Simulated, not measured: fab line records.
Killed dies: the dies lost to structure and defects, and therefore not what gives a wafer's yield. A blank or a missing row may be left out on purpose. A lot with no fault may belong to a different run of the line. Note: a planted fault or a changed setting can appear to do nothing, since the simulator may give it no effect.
Chamber matching    flow nand harc    NHARC_P_CONTACT_CMP_01 on cmp-02 has 4 sister chambers
The step polishes SiO2, target thk 200 nm. 4 wafers are shown with their chamber, then 9 later ones without.

WAFERS PAIRED WITH THEIR CHAMBERS
wafer   chamber  motor current A (A)
L082.4  0        15.7
L084.1  1        10.9
L084.2  3        12.2
L084.4  2        11.8

WAFERS WHOSE CHAMBER IS MISSING
wafer   motor current A (A)
L088.4  11.6
L088.5  15.1
L088.6  11.7
L090.2  10.8
L090.4  11.8
L090.5  16.7
L097.3  12.2
L097.5  11.5
L097.6  11.7

CHAMBER TAKEN BY EACH
wafer   from the rows above           in truth
L088.4  can't be placed: 2 or 3 or 1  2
L088.5  0                             0
L088.6  can't be placed: 2 or 3 or 1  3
L090.2  1                             1
L090.4  can't be placed: 2 or 3       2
L090.5  0                             0
L097.3  can't be placed: 3 or 2       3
L097.5  can't be placed: 2 or 1 or 3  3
L097.6  can't be placed: 2 or 3 or 1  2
Placed correctly: 3 of 9. Cannot be placed on the basis of these rows: 6; the candidates contain the true chamber in 6. Wrongly placed: 0.
How it was worked out, from the rows above alone: a wafer's distance from a chamber is the root of the sum, over the readings, of the square of ((its reading less the chamber's mean) divided by the reading's scatter). If the next closest chamber is less than 2 further off than the closest, the wafer can't be placed; otherwise it belongs to the closest. The mean given for a chamber averages the wafers shown for that chamber. The scatter: root of mean squared gap, hidden wafer to nearest shown wafer, with one shown wafer a chamber.
